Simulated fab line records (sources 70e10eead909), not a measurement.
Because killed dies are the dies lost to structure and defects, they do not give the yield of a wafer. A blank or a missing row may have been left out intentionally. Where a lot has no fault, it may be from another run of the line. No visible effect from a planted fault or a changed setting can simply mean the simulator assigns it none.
Matching of chambers	flow nand-harc	NHARC_A_CHANNEL_FILL_D1_ALD_25 on ald-hk-02: 4 sister chambers
The step deposits SiOx, target thk 60 nm, pulse time 10 s, ald cycles 600. 8 wafers are shown with their chamber, then 8 later ones without.

EACH WAFER AND ITS CHAMBER
wafer	chamber	heater-power-w (W)	precursor-pulse-height-rel
L074.2	0	401	0.988
L082.4	2	511	0.999
L084.3	1	538	0.986
L084.5	3	558	1.022
L086.1	2	504	1.024
L086.3	0	411	1.011
L086.6	1	539	0.990
L088.4	3	540	1.005

WAFERS WITHOUT THEIR CHAMBER
wafer	heater-power-w (W)	precursor-pulse-height-rel
L088.1	504	1.011
L088.2	543	0.986
L090.3	556	1.008
L090.1	535	1.012
L090.6	539	1.025
L096.4	408	0.990
L096.2	513	0.977
L096.6	550	1.025

CHAMBER TAKEN BY EACH
wafer	from the rows above	in truth
L088.1	2	2
L088.2	can't be placed: 1 or 3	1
L090.3	can't be placed: 3 or 1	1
L090.1	can't be placed: 3 or 1 or 2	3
L090.6	can't be placed: 3 or 1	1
L096.4	0	0
L096.2	can't be placed: 2 or 1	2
L096.6	3	3
Placed correctly: 3 of 8. Can't be placed from these rows: 5 (the true chamber is among the candidates in 5). Number placed wrongly: 0.
How it was worked out, from the rows above alone: a wafer's distance from a chamber is the root of the sum, over the readings, of the square of ((its reading less the chamber's mean) divided by the reading's scatter). If the next closest chamber is less than 2 further off than the closest, the wafer can't be placed; otherwise it belongs to the closest. A chamber's mean is the mean of its shown wafers. How the scatter is found: for the shown wafers, subtract from each reading the mean of its chamber, square and add these, divide the total by (wafers less chambers), then take the root.
